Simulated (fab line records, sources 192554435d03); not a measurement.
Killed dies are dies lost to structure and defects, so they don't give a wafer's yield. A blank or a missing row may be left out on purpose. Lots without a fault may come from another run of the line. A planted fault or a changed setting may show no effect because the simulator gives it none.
A struck lot beside a sound one | flow n5_finfet | 36 steps out of a route of 1938
Sound: wafers L613.3, L613.4, L613.6. Struck: wafer L606.4. (L606.5 of the same lot was not struck and is left out.) The cause comes at the end.
At each step with rows: each side's tool, then ch and its chambers, then its first start. Under that, the readings that differ: sound wafers | struck wafers | difference of the means | sigmas: that difference in standard deviations of wafers without a fault.
alike: readings whose means differ by less than 2 such deviations, and words and numbers that are the same on both sides. not compared: withheld readings, readings that some wafer has no value for, bounds like >300 that may hide the same value, and numbers for which the record gives no deviation and whose values overlap.
The two part at a step that has a row with sigmas, a row that says differs or no value, or rows on one side only. Numbers that don't overlap but have no deviation are shown without sigmas and don't part them. A reading that every wafer of one side lacks parts them only if that side has two wafers or more.

first, 9 steps without rows for these wafers: N5_PMOS_HMC_CHANNEL_EPI_EXPOSE_06 (exposes mask PMOS HMC BLK, target cd 240 nm); N5_PMOS_HMC_CHANNEL_EPI_PEB_07 (peb time 60 s); N5_PMOS_HMC_CHANNEL_EPI_DEVELOP_08 (develop time 30 s); N5_PMOS_HMC_CHANNEL_EPI_DESCUM_14 (chemistry O2, time 7.9 s); N5_PMOS_HMC_CHANNEL_EPI_ETCH_32 (etches BARC in N2/H2, stops on SiO2, target depth 85.8 nm, time 50.3 s); N5_PMOS_HMC_CHANNEL_EPI_HM_OPEN_15 (chemistry CHF3/O2, target SiO2, target depth 40.6 nm, time 20.3 s); N5_PMOS_HMC_CHANNEL_EPI_STRIP_33 (strips in N2/H2); N5_PMOS_HMC_CHANNEL_EPI_STRIP_17 (strips in SPM, time 750 s); N5_PMOS_HMC_CHANNEL_EPI_ETCH_38 (etches SiO2 in CF4, target depth 1.5 nm).
N5_PMOS_HMC_CHANNEL_EPI_FIN_RECESS_16: chemistry HBr/Cl2, target Si, target depth 54 nm, time 18 s.
  sound on rie_si-06 ch 0,1,3, day 6 07:34; struck on rie_si-03 ch 2, day 4 12:45
  reading                                          | sound             | struck | difference | sigmas
  model.etch.depth_nm (nm)                         | 55.65 54.77 54.87 | 49.98  | -5.12      |
  model.PMOS_HMC_CHANNEL_EPI.feature_depth_nm (nm) | 55.65 54.77 54.87 | 49.98  | -5.12      |
  alike: drypump_motor_current_A, oes_product_au, throttle_valve_pct
  not compared: rf_fwd_power_W, rf_hours_counter_h
then, 7 steps without rows for these wafers: N5_PMOS_HMC_CHANNEL_EPI_PRECLEAN_36 (cleans in O3/DIW, time 45 s); N5_PMOS_HMC_CHANNEL_EPI_PRECLEAN_18 (cleans in DHF, time 30 s); N5_PMOS_HMC_CHANNEL_EPI_SRD_19 (time 30 s); N5_PMOS_HMC_CHANNEL_EPI_EPI_20 (deposits SiGe30, target thk 59 nm); N5_PMOS_HMC_CHANNEL_EPI_HM_STRIP_35 (strips SiO2 in dHF, material SiO2, target depth 39.6 nm, time 216 s); N5_PMOS_HMC_CHANNEL_EPI_SRD_39 (time 30 s); N5_PMOS_HMC_CHANNEL_EPI_CMP_21 (polishes SiGe30, target thk 54 nm).
N5_PMOS_HMC_CHANNEL_EPI_THK_MEAS_22:
  sound on film_metro-02, day 6 09:23; struck on film_metro-02, day 4 14:33
  reading          | sound          | struck | difference | sigmas
  HMC_CMP_THK (nm) | 55.5 54.7 54.8 | 50.0   | -5.0       | -4
then, 17 steps without rows for these wafers: N5_PMOS_HMC_CHANNEL_EPI_PRECLEAN_40 (cleans in DHF, time 30 s); N5_PMOS_HMC_CHANNEL_EPI_PRECLEAN_37 (cleans in O3/DIW, time 45 s); N5_PMOS_HMC_CHANNEL_EPI_PRECLEAN_24 (cleans in DHF, time 30 s); N5_PMOS_HMC_CHANNEL_EPI_SRD_25 (time 30 s); N5_PMOS_HMC_CHANNEL_EPI_EPI_26 (deposits Si from SiH4/H2, target thk 3.8 nm, time 22.7 s); N5_FIN_SAQP_PRECLEAN_42 (cleans in O3/DIW, time 60 s); N5_FIN_SAQP_PRECLEAN_00 (cleans in SC1, time 60 s); N5_FIN_SAQP_PRECLEAN_44 (cleans in SC2, time 45 s); N5_FIN_SAQP_SRD_01 (time 30 s); N5_FIN_SAQP_ALD_61 (deposits SiO2, target thk 4 nm, pulse time 1 s, purge time 2 s); N5_FIN_SAQP_DENSIFY_62 (time 60 s); N5_FIN_SAQP_HM_DEP_03 (deposits SiNx from SiH4/NH3/N2, target thk 38 nm, time 33.6 s); N5_FIN_SAQP_PECVD_47 (deposits a-Si from SiH4/He, target thk 45 nm, time 36.3 s); N5_FIN_SAQP_PECVD_48 (deposits SiNx from SiH4/NH3/N2, target thk 25 nm, time 22.1 s); N5_FIN_SAQP_PECVD_06 (deposits a-Si from SiH4/He, target thk 60 nm, time 48.1 s); N5_FIN_SAQP_HM_DEP_72 (deposits SiO2 from SiH4/N2O, target thk 12 nm, time 7.2 s); N5_FIN_SAQP_COAT_49 (time 60 s, resist thk 100 nm).
-- the record jumps here: 6 days lie between the struck wafers' starts before and after (it left off in module FIN_SAQP and takes up again in module BEOL_M4, whose first step shown is number 1111 of the route) --
N5_BEOL_M4_RC_MEAS_101:
  sound on prober-01 ch 0, day 12 04:46; struck on prober-01 ch 0, day 10 21:42
  reading       | sound          | struck | difference | sigmas
  CJ_P          | 5.48 5.74 5.71 | 6.44   | +0.80      | +3
  DIBL_N (mV/V) | 39.5 38.2 36.8 | 34.9   | -3.3       | -2
  ION_N (uA/um) | 721 708 683    | 665    | -39        | -3
  ION_P (uA/um) | 484 483 468    | 455    | -23        | -3
  alike: DIBL_P, IOFF_N, IOFF_P, SS_N, SS_P, VT_N, VT_P

WHERE THEY PART
First at N5_PMOS_HMC_CHANNEL_EPI_THK_MEAS_22; last, within this record, at N5_BEOL_M4_RC_MEAS_101.

WHY: what the simulator had put in
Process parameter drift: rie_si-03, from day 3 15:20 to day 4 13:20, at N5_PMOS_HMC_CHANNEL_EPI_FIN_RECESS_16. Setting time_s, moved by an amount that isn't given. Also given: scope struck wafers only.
